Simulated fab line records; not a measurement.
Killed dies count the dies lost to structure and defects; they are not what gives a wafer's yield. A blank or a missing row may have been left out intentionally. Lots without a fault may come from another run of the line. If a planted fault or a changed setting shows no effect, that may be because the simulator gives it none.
fab line records + flow n5Finfet + part 1 of 2: steps 1 to 18 of 30
record
- lots=5
- wafers=15
- lastDay=21
route steps=1938 shown BEOL_M15@1816 PASS1_DEP@1831 MIM_BOT@1832 MIM_TOP@1834 MIM_TOP_LITHO@1839
lots with no fault: from the same line, run without faults
startH: start of the lot's first displayed wafer, in hours after the record's first day + waitH: how many hours have passed since the lot's step before this one + " unchanged from the row above + L1.1+2: a row that stands for several wafers + - no value present, or no start provided + * or withheld: withheld + < > ~ a bound
route shown NAME@n: a module of which the file shows steps, and the number in the route of the first + usual: mean/standard deviation of fault-free wafers + same: alike in all rows + chamber/n: place in a boat + sites: readings site by site + _std_site: standard deviation across them + _edge_site: inner sites' mean taken away from outer sites' mean + radiusMm: for every site, how far away it sits from the centre of the wafer + mask NAME#n: copy n + behind: the most recent tool/chamber to have shaped the wafer + hold: the reason the lot was held/the length of the hold in hours/how it ended + device: whichever transistor did not switch (one of n, p or np) + end of line: the route-end tests of the same wafers + step lacking rows: just its recipe + killed: dies lost to structure and defects at the first sort, not the wafer's yield + map: a wafer's dies, marking killed ones x, the rest . and places with no die _
set.NAME: the setting as run; set.NAME@STEP: as run at that earlier step + model.NAME: the simulator's own value behind a step, which no gauge read
lots at some steps of the route; a table a step, a row a wafer
services: a tool's chamber out of use, with start hour (startH, from the record's first day; less than 0 if before it), hours out, and reason
## steps
# step N5_BEOL_M15_SRD_40
# recipe
- timeS=30
- tempC=23
- rinseLiquid=diw
- dry=n2Spin
- spinRpm=1500
- dryTimeS=30
# usual
- doSupplyPpb=10.00/0.1
| lot.wafer | tool        | chamber | startH | waitH | doSupplyPpb |
|-----------|-------------|---------|--------|-------|-------------|
| L083.3    | wetBench-03 | 7       | 389.74 | 0.0   | 9.96        |
| L083.4    | "           | 2       | "      | "     | 9.96        |
| L083.6    | "           | 4       | "      | "     | 10.03       |
| L089.3    | wetBench-03 | 4       | 431.21 | 0.0   | 10.09       |
| L089.4    | "           | 2       | "      | "     | 9.90        |
| L089.6    | "           | 0       | "      | "     | 9.93        |
| L093.2    | wetBench-03 | 0       | 463.34 | 0.0   | 9.92        |
| L093.4    | "           | 6       | "      | "     | 10.00       |
| L093.5    | "           | 2       | "      | "     | 9.94        |
| L096.2    | wetBench-03 | 2       | 482.23 | 0.0   | 9.99        |
| L096.3    | "           | 1       | "      | "     | 10.04       |
| L096.4    | "           | 3       | "      | "     | 9.95        |
| L097.1    | wetBench-02 | 7       | 495.39 | 0.0   | 10.02       |
| L097.4    | "           | 0       | "      | "     | 9.99        |
| L097.5    | "           | 6       | "      | "     | 10.10       |
# step N5_BEOL_M15_DEGAS_41
# recipe
- ambient=vacuum
- tempC=300
- timeS=60
# usual
- heaterPowerW=463/67
| lot.wafer | tool          | chamber | startH | waitH | heaterPowerW |
|-----------|---------------|---------|--------|-------|--------------|
| L083.3    | pvdSputter-01 | -       | 391.06 | 1.3   | 424          |
| L083.4    | "             | -       | "      | "     | 576          |
| L083.6    | "             | -       | "      | "     | 566          |
| L089.3    | pvdSputter-01 | -       | 431.72 | 0.5   | 423          |
| L089.4    | "             | -       | "      | "     | 442          |
| L089.6    | "             | -       | "      | "     | 436          |
| L093.2    | pvdSputter-02 | -       | 463.60 | 0.2   | 390          |
| L093.4    | "             | -       | "      | "     | 446          |
| L093.5    | "             | -       | "      | "     | 426          |
| L096.2    | pvdSputter-02 | -       | 482.81 | 0.6   | 378          |
| L096.3    | "             | -       | "      | "     | 440          |
| L096.4    | "             | -       | "      | "     | 426          |
| L097.1    | pvdSputter-03 | -       | 496.05 | 0.6   | 559          |
| L097.4    | "             | -       | "      | "     | 420          |
| L097.5    | "             | -       | "      | "     | 482          |
# step N5_BEOL_M15_PRE_CLEAN_42
# recipe
- gas=H2/He
- timeS=30
- tempC=300
# usual
- heaterPowerW=463/65
| lot.wafer | tool          | chamber | startH | waitH | heaterPowerW |
|-----------|---------------|---------|--------|-------|--------------|
| L083.3    | pvdSputter-01 | -       | 391.10 | 0.0   | 412          |
| L083.4    | "             | -       | "      | "     | 566          |
| L083.6    | "             | -       | "      | "     | 563          |
| L089.3    | pvdSputter-01 | -       | 431.76 | 0.0   | 432          |
| L089.4    | "             | -       | "      | "     | 426          |
| L089.6    | "             | -       | "      | "     | 416          |
| L093.2    | pvdSputter-02 | -       | 463.64 | 0.0   | 377          |
| L093.4    | "             | -       | "      | "     | 433          |
| L093.5    | "             | -       | "      | "     | 426          |
| L096.2    | pvdSputter-02 | -       | 482.85 | 0.0   | 367          |
| L096.3    | "             | -       | "      | "     | 449          |
| L096.4    | "             | -       | "      | "     | 437          |
| L097.1    | pvdSputter-03 | -       | 496.09 | 0.0   | 534          |
| L097.4    | "             | -       | "      | "     | 446          |
| L097.5    | "             | -       | "      | "     | 497          |
# step N5_BEOL_M15_SPUTTER_43
# recipe
- material=TaN
- targetThkA=150
- tempC=50
- biasV=168.6
- powerW=15000
- chamberPressurePa=0.12
- timeS=24.19
# usual
- throttleValvePct=30.1/1.1
| lot.wafer | tool          | chamber | startH | waitH | throttleValvePct |
|-----------|---------------|---------|--------|-------|------------------|
| L083.3    | pvdSputter-01 | -       | 391.14 | 0.0   | 31.6             |
| L083.4    | "             | -       | "      | "     | 31.8             |
| L083.6    | "             | -       | "      | "     | 31.9             |
| L089.3    | pvdSputter-01 | -       | 431.80 | 0.0   | 31.4             |
| L089.4    | "             | -       | "      | "     | 28.9             |
| L089.6    | "             | -       | "      | "     | 31.5             |
| L093.2    | pvdSputter-02 | -       | 463.68 | 0.0   | 28.7             |
| L093.4    | "             | -       | "      | "     | 30.6             |
| L093.5    | "             | -       | "      | "     | 30.5             |
| L096.2    | pvdSputter-02 | -       | 482.89 | 0.0   | 29.1             |
| L096.3    | "             | -       | "      | "     | 30.3             |
| L096.4    | "             | -       | "      | "     | 30.3             |
| L097.1    | pvdSputter-03 | -       | 496.13 | 0.0   | 30.0             |
| L097.4    | "             | -       | "      | "     | 28.7             |
| L097.5    | "             | -       | "      | "     | 31.9             |
# step N5_BEOL_M15_SPUTTER_44
# recipe
- material=Ta
- targetThkA=150
- tempC=50
- biasV=80
- powerW=15000
- chamberPressurePa=0.07
- timeS=24.19
# usual
- throttleValvePct=30.1/1.1
| lot.wafer | tool          | chamber | startH | waitH | throttleValvePct |
|-----------|---------------|---------|--------|-------|------------------|
| L083.3    | pvdSputter-01 | -       | 391.22 | 0.0   | 31.5             |
| L083.4    | "             | -       | "      | "     | 31.8             |
| L083.6    | "             | -       | "      | "     | 31.9             |
| L089.3    | pvdSputter-01 | -       | 431.88 | 0.0   | 31.7             |
| L089.4    | "             | -       | "      | "     | 28.9             |
| L089.6    | "             | -       | "      | "     | 31.5             |
| L093.2    | pvdSputter-02 | -       | 463.76 | 0.0   | 29.2             |
| L093.4    | "             | -       | "      | "     | 30.5             |
| L093.5    | "             | -       | "      | "     | 30.5             |
| L096.2    | pvdSputter-02 | -       | 482.97 | 0.0   | 28.8             |
| L096.3    | "             | -       | "      | "     | 30.5             |
| L096.4    | "             | -       | "      | "     | 30.5             |
| L097.1    | pvdSputter-03 | -       | 496.21 | 0.0   | 29.9             |
| L097.4    | "             | -       | "      | "     | 28.8             |
| L097.5    | "             | -       | "      | "     | 31.9             |
# step N5_BEOL_M15_SPUTTER_45
# recipe
- material=Cu
- targetThkA=1000
- tempC=-20
- biasV=60
- powerW=26000
- chamberPressurePa=0.13
- timeS=16.67
# usual
- throttleValvePct=30.1/1.1
| lot.wafer | tool          | chamber | startH | waitH | throttleValvePct |
|-----------|---------------|---------|--------|-------|------------------|
| L083.3    | pvdSputter-01 | -       | 391.30 | 0.0   | 31.7             |
| L083.4    | "             | -       | "      | "     | 32.0             |
| L083.6    | "             | -       | "      | "     | 31.9             |
| L089.3    | pvdSputter-01 | -       | 431.96 | 0.0   | 31.3             |
| L089.4    | "             | -       | "      | "     | 28.6             |
| L089.6    | "             | -       | "      | "     | 31.5             |
| L093.2    | pvdSputter-02 | -       | 463.84 | 0.0   | 29.0             |
| L093.4    | "             | -       | "      | "     | 30.5             |
| L093.5    | "             | -       | "      | "     | 30.2             |
| L096.2    | pvdSputter-02 | -       | 483.05 | 0.0   | 28.8             |
| L096.3    | "             | -       | "      | "     | 30.4             |
| L096.4    | "             | -       | "      | "     | 30.2             |
| L097.1    | pvdSputter-03 | -       | 496.29 | 0.0   | 30.3             |
| L097.4    | "             | -       | "      | "     | 28.9             |
| L097.5    | "             | -       | "      | "     | 31.8             |
# step N5_BEOL_M15_ECD_47
# recipe
- material=Cu
- targetThkA=18600
| lot.wafer  | tool     | chamber | startH | waitH |
|------------|----------|---------|--------|-------|
| L083.3+4+6 | ecdCu-01 | 1,0,0   | 391.49 | 0.2   |
| L089.3+4+6 | ecdCu-01 | 0,1,1   | 432.15 | 0.2   |
| L093.2+4+5 | ecdCu-02 | 0       | 463.96 | 0.1   |
| L096.2+3+4 | ecdCu-01 | 1,0,1   | 483.17 | 0.1   |
| L097.1+4+5 | ecdCu-01 | 0,0,1   | 496.42 | 0.1   |
# step N5_BEOL_M15_ANNEAL_48
# recipe
- tempC=225
- timeS=90
- ambient=N2
# usual
- wafer_temp_C_max=225.84/0.26
| lot.wafer | tool         | chamber | startH | waitH | wafer_temp_C_max |
|-----------|--------------|---------|--------|-------|------------------|
| L083.3    | rtpAnneal-01 | 0       | 392.07 | 0.5   | 226.16           |
| L083.4    | "            | 0       | "      | "     | 226.02           |
| L083.6    | "            | 0       | "      | "     | 226.27           |
| L089.3    | rtpAnneal-02 | 0       | 432.89 | 0.7   | 225.73           |
| L089.4    | "            | 0       | "      | "     | 225.92           |
| L089.6    | "            | 0       | "      | "     | 225.69           |
| L093.2    | rtpAnneal-01 | 0       | 464.44 | 0.4   | 226.03           |
| L093.4    | "            | 0       | "      | "     | 226.14           |
| L093.5    | "            | 0       | "      | "     | 226.17           |
| L096.2    | rtpAnneal-02 | 0       | 484.11 | 0.9   | 226.03           |
| L096.3    | "            | 0       | "      | "     | 225.81           |
| L096.4    | "            | 0       | "      | "     | 225.83           |
| L097.1    | rtpAnneal-01 | 0       | 496.66 | 0.2   | 225.84           |
| L097.4    | "            | 0       | "      | "     | 225.90           |
| L097.5    | "            | 0       | "      | "     | 225.78           |
# step N5_BEOL_M15_CMP_49
# recipe
- stopOn=SiO2
- tOverpolishS=4.9
- downForcePsi=2
- platenRpm=80
- clearingPlatenDownForcePsi=2
- clearingPlatenRpm=80
- postCmpClean=cuAlkaline
- targetThkNm=850
- clearingPlatenPadVelocityMS=1.5917
- padVelocityMS=1.5917
# usual
- barrierFieldEndpointS=11.37/0.29
- motorCurrentA=8.0/0.65
- overpolishRunS=4.901/0.01
# same
- tOverpolishS=4.9
| lot.wafer | tool   | chamber | startH | waitH | barrierFieldEndpointS | motorCurrentA | overpolishRunS |
|-----------|--------|---------|--------|-------|-----------------------|---------------|----------------|
| L083.3    | cmp-01 | 3       | 392.27 | 0.2   | 11.11                 | 6.8           | 4.914          |
| L083.4    | "      | 2       | "      | "     | 11.04                 | 7.1           | 4.895          |
| L083.6    | "      | 0       | "      | "     | 11.48                 | 8.3           | 4.912          |
| L089.3    | cmp-04 | 0       | 433.13 | 0.2   | 11.36                 | 7.8           | 4.872          |
| L089.4    | "      | 2       | "      | "     | 11.05                 | 7.7           | 4.912          |
| L089.6    | "      | 0       | "      | "     | 11.42                 | 7.7           | 4.910          |
| L093.2    | cmp-04 | 3       | 464.69 | 0.2   | 11.63                 | 8.1           | 4.928          |
| L093.4    | "      | 1       | "      | "     | 11.45                 | 8.7           | 4.902          |
| L093.5    | "      | 0       | "      | "     | 11.90                 | 7.1           | 4.891          |
| L096.2    | cmp-04 | 3       | 484.40 | 0.2   | 11.69                 | 8.3           | 4.913          |
| L096.3    | "      | 0       | "      | "     | 11.37                 | 7.6           | 4.897          |
| L096.4    | "      | 1       | "      | "     | 11.11                 | 9.1           | 4.897          |
| L097.1    | cmp-03 | 1       | 496.97 | 0.3   | 11.63                 | 8.1           | 4.912          |
| L097.4    | "      | 3       | "      | "     | 11.34                 | 8.9           | 4.892          |
| L097.5    | "      | 2       | "      | "     | 11.16                 | 8.0           | 4.913          |
# step N5_BEOL_M15_THK_MEAS_50
# recipe
- thkMeasGauge=xrf
- reads=Cu_of_BEOL_M15_ECD_47
# usual
- M15_THK=821/19
| lot.wafer | tool         | chamber | startH | waitH | M15_THK[nm] |
|-----------|--------------|---------|--------|-------|-------------|
| L083.3    | filmMetro-02 | -       | 392.57 | -     | 840         |
| L083.4    | "            | -       | "      | "     | 826         |
| L083.6    | "            | -       | "      | "     | 832         |
| L089.3    | filmMetro-01 | -       | 433.39 | -     | 824         |
| L089.4    | "            | -       | "      | "     | 818         |
| L089.6    | "            | -       | "      | "     | 815         |
| L093.2    | filmMetro-01 | -       | 464.99 | -     | 832         |
| L093.4    | "            | -       | "      | "     | 793         |
| L093.5    | "            | -       | "      | "     | 827         |
| L096.2    | filmMetro-02 | -       | 484.66 | -     | 833         |
| L096.3    | "            | -       | "      | "     | 843         |
| L096.4    | "            | -       | "      | "     | 804         |
| L097.1    | filmMetro-01 | -       | 497.27 | -     | 829         |
| L097.4    | "            | -       | "      | "     | 820         |
| L097.5    | "            | -       | "      | "     | 816         |
# step N5_BEOL_M15_PRE_CLEAN_52
# recipe
- gas=NH3
- timeS=15
- tempC=withheld
- rfPowerW=300
| lot.wafer  | tool     | chamber | startH | waitH |
|------------|----------|---------|--------|-------|
| L083.3+4+6 | pecvd-04 | 0,0,2   | 392.61 | 0.0   |
| L089.3+4+6 | pecvd-04 | 1,1,0   | 433.42 | 0.0   |
| L093.2+4+5 | pecvd-01 | 1,2,1   | 465.02 | 0.0   |
| L096.2+3+4 | pecvd-03 | 2,0,2   | 484.70 | 0.0   |
| L097.1+4+5 | pecvd-04 | 1,1,0   | 497.30 | 0.0   |
# step N5_BEOL_M15_DEP_53
# recipe
- material=SiCN
- targetThkA=500
- tempC=withheld
- precursor=3MS/NH3
- pressureTorr=3
- rfW=675
- timeS=17.8
# usual
- chamberPressureTorr=3.000/0.0066
- showerheadPlenumPTorr=4.159/0.028
- throttleValvePct=18.2/0.82
| lot.wafer | tool     | chamber | startH | waitH | chamberPressureTorr | showerheadPlenumPTorr | throttleValvePct |
|-----------|----------|---------|--------|-------|---------------------|-----------------------|------------------|
| L083.3    | pecvd-04 | 0       | 392.63 | 0.0   | 3.004               | 4.148                 | 18.4             |
| L083.4    | "        | 0       | "      | "     | 2.998               | 4.141                 | 18.6             |
| L083.6    | "        | 2       | "      | "     | 3.005               | 4.168                 | 17.2             |
| L089.3    | pecvd-04 | 1       | 433.45 | 0.0   | 3.002               | 4.116                 | 18.8             |
| L089.4    | "        | 1       | "      | "     | 3.004               | 4.127                 | 19.0             |
| L089.6    | "        | 0       | "      | "     | 3.004               | 4.146                 | 18.7             |
| L093.2    | pecvd-01 | 1       | 465.05 | 0.0   | 3.006               | 4.194                 | 17.1             |
| L093.4    | "        | 2       | "      | "     | 3.002               | 4.171                 | 17.4             |
| L093.5    | "        | 1       | "      | "     | 2.996               | 4.198                 | 17.0             |
| L096.2    | pecvd-03 | 2       | 484.72 | 0.0   | 3.012               | 4.211                 | 17.9             |
| L096.3    | "        | 0       | "      | "     | 3.001               | 4.151                 | 18.2             |
| L096.4    | "        | 2       | "      | "     | 3.006               | 4.203                 | 17.4             |
| L097.1    | pecvd-04 | 1       | 497.33 | 0.0   | 2.992               | 4.122                 | 19.1             |
| L097.4    | "        | 1       | "      | "     | 2.993               | 4.121                 | 19.3             |
| L097.5    | "        | 0       | "      | "     | 3.006               | 4.148                 | 18.5             |
# step N5_BEOL_M15_RS_MEAS_54
# recipe
- thkMeasGauge=four-point-probe
- reads=Cu_of_BEOL_M15_ECD_47+Ta_of_BEOL_M15_SPUTTER_44+TaN_of_BEOL_M15_SPUTTER_43
# usual
- M15_RS=0.0217/0.00049
| lot.wafer | tool         | chamber | startH | waitH | M15_RS[ohm/sq] |
|-----------|--------------|---------|--------|-------|----------------|
| L083.3    | filmMetro-02 | -       | 392.70 | 0.1   | 0.0213         |
| L083.4    | "            | -       | "      | "     | 0.0218         |
| L083.6    | "            | -       | "      | "     | 0.0216         |
| L089.3    | filmMetro-02 | -       | 433.52 | 0.1   | 0.0218         |
| L089.4    | "            | -       | "      | "     | 0.0220         |
| L089.6    | "            | -       | "      | "     | 0.0221         |
| L093.2    | filmMetro-01 | -       | 465.12 | 0.1   | 0.0215         |
| L093.4    | "            | -       | "      | "     | 0.0225         |
| L093.5    | "            | -       | "      | "     | 0.0217         |
| L096.2    | filmMetro-02 | -       | 484.79 | 0.1   | 0.0214         |
| L096.3    | "            | -       | "      | "     | 0.0212         |
| L096.4    | "            | -       | "      | "     | 0.0223         |
| L097.1    | filmMetro-02 | -       | 497.40 | 0.0   | 0.0215         |
| L097.4    | "            | -       | "      | "     | 0.0218         |
| L097.5    | "            | -       | "      | "     | 0.0219         |
# step N5_BEOL_M15_INSPECT_55
# recipe
- inspectInstrument=darkfield
- mode=postDep
# usual
- rawDefectCount=70/23
| lot.wafer | tool             | chamber | startH | waitH | rawDefectCount |
|-----------|------------------|---------|--------|-------|----------------|
| L083.3    | defectInspect-02 | -       | 392.72 | 0.0   | 44             |
| L083.4    | "                | -       | "      | "     | 64             |
| L083.6    | "                | -       | "      | "     | 74             |
| L089.3    | defectInspect-02 | -       | 433.54 | 0.0   | 133            |
| L089.4    | "                | -       | "      | "     | 93             |
| L089.6    | "                | -       | "      | "     | 71             |
| L093.2    | defectInspect-01 | -       | 465.14 | 0.0   | 84             |
| L093.4    | "                | -       | "      | "     | 65             |
| L093.5    | "                | -       | "      | "     | 103            |
| L096.2    | defectInspect-02 | -       | 484.82 | 0.0   | 112            |
| L096.3    | "                | -       | "      | "     | 107            |
| L096.4    | "                | -       | "      | "     | 103            |
| L097.1    | defectInspect-01 | -       | 497.42 | 0.0   | 66             |
| L097.4    | "                | -       | "      | "     | 87             |
| L097.5    | "                | -       | "      | "     | 77             |
# step N5_BEOL_M15_RC_MEAS_101
# usual
- etestTempC=25.00/0.098
- COMB_M10=1.5e-11/3.1e-12
- COMB_M11=1.42e-11/2.6e-12
- COMB_M12=6.6e-12/1.5e-12
- COMB_M13=5e-12/1.3e-12
- COMB_M14=3.6e-12/6.7e-13
- COMB_M15=2.5e-12/6.2e-13
- COMB_M5=3.6e-11/7e-12
- COMB_M6=2.5e-11/4.8e-12
- COMB_M7=2.6e-11/5.1e-12
- COMB_M8=2.6e-11/5.6e-12
- COMB_M9=1.42e-11/2.8e-12
- COMB_M9_max_site=2.1e-11/4.7e-12
- SERP_M10=3.09/0.12
- SERP_M11=3.08/0.1
- SERP_M12=0.643/0.024
- SERP_M13=0.313/0.0086
- SERP_M14=0.161/0.0059
- SERP_M5=38.8/2
- SERP_M5_max_site=40.3/2.3
- SERP_M6=13.9/0.81
- SERP_M7=13.7/0.69
- SERP_M8=14.1/0.76
- SERP_M9=3.10/0.11
| lot.wafer | tool      | chamber | startH | waitH | etestTempC | COMB_M10[S/m] | COMB_M11[S/m] | COMB_M12[S/m] | COMB_M13[S/m] | COMB_M14[S/m] | COMB_M15[S/m] | COMB_M5[S/m] | COMB_M6[S/m] | COMB_M7[S/m] | COMB_M8[S/m] | COMB_M9[S/m] | COMB_M9_max_site[S/m] | SERP_M10[ohm/um] | SERP_M11[ohm/um] | SERP_M12[ohm/um] | SERP_M13[ohm/um] | SERP_M14[ohm/um] | SERP_M5[ohm/um] | SERP_M5_max_site[ohm/um] | SERP_M6[ohm/um] | SERP_M7[ohm/um] | SERP_M8[ohm/um] | SERP_M9[ohm/um] |
|-----------|-----------|---------|--------|-------|------------|---------------|---------------|---------------|---------------|---------------|---------------|--------------|--------------|--------------|--------------|--------------|-----------------------|------------------|------------------|------------------|------------------|------------------|-----------------|--------------------------|-----------------|-----------------|-----------------|-----------------|
| L083.3    | prober-01 | 0       | 393.06 | 0.3   | 25.06      | 1e-11         | 1.08e-11      | 6.2e-12       | 6e-12         | 4.6e-12       | 2.7e-12       | 2.8e-11      | 3e-11        | 2.2e-11      | 1.9e-11      | 1.72e-11     | 2.6e-11               | 2.91             | 3.14             | 0.651            | 0.311            | 0.165            | 36.9            | 39.0                     | 13.3            | 14.1            | 14.0            | 3.16            |
| L083.4    | "         | 0       | "      | "     | 24.90      | 1.3e-11       | 1.2e-11       | 6.8e-12       | 3e-12         | 3.9e-12       | 3.1e-12       | 2.7e-11      | 2.2e-11      | 2.3e-11      | 2.4e-11      | 1.34e-11     | 1.9e-11               | 3.16             | 3.34             | 0.671            | 0.314            | 0.154            | 38.0            | 39.4                     | 13.7            | 13.7            | 13.1            | 2.98            |
| L083.6    | "         | 0       | "      | "     | 24.93      | 1.9e-11       | 1.27e-11      | 5.6e-12       | 4.6e-12       | 3.3e-12       | 1.7e-12       | 2.8e-11      | 2e-11        | 2.4e-11      | 2.4e-11      | 1.22e-11     | 1.6e-11               | 3.12             | 2.78             | 0.627            | 0.301            | 0.157            | 37.4            | 38.9                     | 13.3            | 13.3            | 13.6            | 2.99            |
| L089.3    | prober-01 | 0       | 434.05 | 0.5   | 24.97      | 1.3e-11       | 1.21e-11      | 6.3e-12       | 5.1e-12       | 3.3e-12       | 2.3e-12       | 3.4e-11      | 1.8e-11      | 2.5e-11      | 2.1e-11      | 1.24e-11     | 1.7e-11               | 3.24             | 3.07             | 0.632            | 0.310            | 0.165            | 40.6            | 41.7                     | 13.9            | 13.6            | 13.5            | 2.99            |
| L089.4    | "         | 0       | "      | "     | 25.02      | 1.6e-11       | 1.69e-11      | 6e-12         | 4.1e-12       | 2.7e-12       | 3.4e-12       | 3.8e-11      | 2.5e-11      | 2.3e-11      | 2.5e-11      | 1.17e-11     | 1.4e-11               | 3.03             | 3.02             | 0.648            | 0.329            | 0.168            | 37.6            | 38.3                     | 14.8            | 13.6            | 14.2            | 3.05            |
| L089.6    | "         | 0       | "      | "     | 24.88      | 1.2e-11       | 1.2e-11       | 8e-12         | 5.3e-12       | 4.2e-12       | 1.5e-12       | 3.2e-11      | 2.3e-11      | 3e-11        | 2.5e-11      | 1.32e-11     | 1.8e-11               | 3.32             | 2.83             | 0.644            | 0.327            | 0.156            | 38.9            | 40.6                     | 14.7            | 13.4            | 14.1            | 3.03            |
| L093.2    | prober-01 | 0       | 465.32 | 0.2   | 24.96      | 1.7e-11       | 1.56e-11      | 9.4e-12       | 3.6e-12       | 4e-12         | 2.2e-12       | 3.3e-11      | 2.7e-11      | 2e-11        | 2.3e-11      | 1.75e-11     | 3.1e-11               | 2.92             | 3.04             | 0.641            | 0.326            | 0.159            | 38.3            | 40.7                     | 14.2            | 13.6            | 14.0            | 3.27            |
| L093.4    | "         | 0       | "      | "     | 25.16      | 1.6e-11       | 1.65e-11      | 7.7e-12       | 4.4e-12       | 2.6e-12       | 2.2e-12       | 2.7e-11      | 3e-11        | 2.3e-11      | 3.5e-11      | 1.57e-11     | 2.4e-11               | 3.06             | 3.25             | 0.634            | 0.321            | 0.165            | 38.1            | 40.0                     | 13.4            | 12.9            | 14.0            | 3.18            |
| L093.5    | "         | 0       | "      | "     | 24.87      | 1.1e-11       | 1.13e-11      | 6.2e-12       | 4.1e-12       | 4.1e-12       | 2.1e-12       | 3.8e-11      | 2.8e-11      | 2.2e-11      | 1.9e-11      | 1.25e-11     | 1.7e-11               | 3.07             | 3.14             | 0.631            | 0.318            | 0.156            | 38.8            | 42.9                     | 12.7            | 14.0            | 14.9            | 3.26            |
| L096.2    | prober-01 | 0       | 485.00 | 0.2   | 24.88      | 1.7e-11       | 1.37e-11      | 6.1e-12       | 3.7e-12       | 2.4e-12       | 1.7e-12       | 3.3e-11      | 1.9e-11      | 2.2e-11      | 2.3e-11      | 1.59e-11     | 2.4e-11               | 3.15             | 3.05             | 0.669            | 0.308            | 0.161            | 35.7            | 36.4                     | 13.2            | 13.3            | 14.9            | 3.05            |
| L096.3    | "         | 0       | "      | "     | 24.98      | 1.5e-11       | 1.67e-11      | 5.7e-12       | 3.4e-12       | 2.3e-12       | 1.7e-12       | 5.3e-11      | 2.6e-11      | 3.3e-11      | 3e-11        | 1.48e-11     | 2e-11                 | 3.01             | 3.18             | 0.625            | 0.307            | 0.161            | 40.0            | 42.4                     | 12.5            | 14.0            | 13.4            | 3.13            |
| L096.4    | "         | 0       | "      | "     | 25.16      | 1.7e-11       | 1.54e-11      | 5.7e-12       | 3.9e-12       | 3e-12         | 1.5e-12       | 3.5e-11      | 2.6e-11      | 2.2e-11      | 2.5e-11      | 1.9e-11      | 2.8e-11               | 3.19             | 3.23             | 0.629            | 0.305            | 0.170            | 39.9            | 41.0                     | 12.4            | 14.6            | 14.2            | 3.19            |
| L097.1    | prober-02 | 0       | 497.45 | 0.0   | 24.99      | 1.4e-11       | 9.7e-12       | 5.4e-12       | 5e-12         | 4e-12         | 2.1e-12       | 3.1e-11      | 3.5e-11      | 2.7e-11      | 3.5e-11      | 9.7e-12      | 1.3e-11               | 3.07             | 3.22             | 0.608            | 0.320            | 0.160            | 35.1            | 35.9                     | 13.1            | 14.3            | 12.7            | 3.21            |
| L097.4    | "         | 0       | "      | "     | 25.06      | 1.2e-11       | 1.27e-11      | 6.6e-12       | 5.6e-12       | 3.5e-12       | 3.4e-12       | 3.5e-11      | 1.9e-11      | 2e-11        | 2.9e-11      | 1.51e-11     | 2e-11                 | 3.15             | 3.17             | 0.635            | 0.308            | 0.171            | 41.9            | 44.8                     | 13.1            | 12.9            | 13.2            | 2.96            |
| L097.5    | "         | 0       | "      | "     | 24.97      | 6e-12         | 1.12e-11      | 6.1e-12       | 5.7e-12       | 3.4e-12       | 2.4e-12       | 4.5e-11      | 2.9e-11      | 2.1e-11      | 3e-11        | 1.94e-11     | 2.6e-11               | 3.13             | 3.03             | 0.667            | 0.308            | 0.153            | 36.9            | 40.3                     | 13.9            | 12.5            | 13.4            | 3.10            |
# step N5_PASSIVATION_PECVD_00
# recipe
- material=SiO2
- targetThkA=2000
- tempC=400
- precursor=SiH4/N2O
- pressureTorr=2.7
- rfW=608
- timeS=11.2
# usual
- chamberPressureTorr=2.700/0.0058
- heaterPowerW=610/100
- showerheadPlenumPTorr=8.20/0.096
- throttleValvePct=51.8/2.4
| lot.wafer | tool     | chamber | startH | waitH | chamberPressureTorr | heaterPowerW | showerheadPlenumPTorr | throttleValvePct |
|-----------|----------|---------|--------|-------|---------------------|--------------|-----------------------|------------------|
| L083.3    | pecvd-02 | 0       | 393.72 | 0.5   | 2.699               | 670          | 8.18                  | 53.0             |
| L083.4    | "        | 0       | "      | "     | 2.698               | 699          | 8.18                  | 53.0             |
| L083.6    | "        | 1       | "      | "     | 2.710               | 689          | 8.07                  | 53.9             |
| L089.3    | pecvd-01 | 0       | 434.70 | 0.5   | 2.701               | 649          | 8.16                  | 55.2             |
| L089.4    | "        | 0       | "      | "     | 2.705               | 665          | 8.14                  | 54.9             |
| L089.6    | "        | 1       | "      | "     | 2.694               | 757          | 8.36                  | 49.0             |
| L093.2    | pecvd-01 | 2       | 466.13 | 0.7   | 2.701               | 454          | 8.25                  | 49.0             |
| L093.4    | "        | 1       | "      | "     | 2.692               | 747          | 8.36                  | 49.0             |
| L093.5    | "        | 0       | "      | "     | 2.696               | 632          | 8.14                  | 55.1             |
| L096.2    | pecvd-02 | 2       | 485.80 | 0.7   | 2.696               | 662          | 8.24                  | 52.7             |
| L096.3    | "        | 0       | "      | "     | 2.702               | 616          | 8.19                  | 52.7             |
| L096.4    | "        | 2       | "      | "     | 2.700               | 676          | 8.25                  | 52.4             |
| L097.1    | pecvd-02 | 1       | 498.42 | 0.8   | 2.696               | 670          | 8.05                  | 48.9             |
| L097.4    | "        | 1       | "      | "     | 2.704               | 687          | 8.05                  | 48.9             |
| L097.5    | "        | 1       | "      | "     | 2.691               | 713          | 8.07                  | 48.7             |
# step N5_MIM_BOT_DEGAS_01
# recipe
- ambient=vacuum
- tempC=300
- timeS=60
# usual
- heaterPowerW=464/64
| lot.wafer | tool          | chamber | startH | waitH | heaterPowerW |
|-----------|---------------|---------|--------|-------|--------------|
| L083.3    | pvdSputter-01 | -       | 395.60 | 1.9   | 428          |
| L083.4    | "             | -       | "      | "     | 422          |
| L083.6    | "             | -       | "      | "     | 384          |
| L089.3    | pvdSputter-01 | -       | 435.30 | 0.6   | 421          |
| L089.4    | "             | -       | "      | "     | 563          |
| L089.6    | "             | -       | "      | "     | 383          |
| L093.2    | pvdSputter-03 | -       | 466.33 | 0.2   | 435          |
| L093.4    | "             | -       | "      | "     | 561          |
| L093.5    | "             | -       | "      | "     | 546          |
| L096.2    | pvdSputter-03 | -       | 487.13 | 1.3   | 425          |
| L096.3    | "             | -       | "      | "     | 551          |
| L096.4    | "             | -       | "      | "     | 434          |
| L097.1    | pvdSputter-03 | -       | 499.15 | 0.7   | 488          |
| L097.4    | "             | -       | "      | "     | 565          |
| L097.5    | "             | -       | "      | "     | 548          |
# step N5_MIM_BOT_SPUTTER_00
# recipe
- material=TiN
- targetThkA=350
- tempC=200
- powerW=3000
- chamberPressurePa=0.49996
- gas=Ar
- reactivePartialPa=0.37997
- timeS=89.7
# usual
- throttleValvePct=30.1/1.2
| lot.wafer | tool          | chamber | startH | waitH | throttleValvePct |
|-----------|---------------|---------|--------|-------|------------------|
| L083.3    | pvdSputter-01 | -       | 395.64 | 0.0   | 28.8             |
| L083.4    | "             | -       | "      | "     | 31.2             |
| L083.6    | "             | -       | "      | "     | 29.7             |
| L089.3    | pvdSputter-01 | -       | 435.34 | 0.0   | 31.5             |
| L089.4    | "             | -       | "      | "     | 32.1             |
| L089.6    | "             | -       | "      | "     | 29.8             |
| L093.2    | pvdSputter-03 | -       | 466.37 | 0.0   | 28.3             |
| L093.4    | "             | -       | "      | "     | 30.3             |
| L093.5    | "             | -       | "      | "     | 29.8             |
| L096.2    | pvdSputter-03 | -       | 487.17 | 0.0   | 28.4             |
| L096.3    | "             | -       | "      | "     | 30.0             |
| L096.4    | "             | -       | "      | "     | 28.7             |
| L097.1    | pvdSputter-03 | -       | 499.19 | 0.0   | 32.0             |
| L097.4    | "             | -       | "      | "     | 30.0             |
| L097.5    | "             | -       | "      | "     | 30.0             |
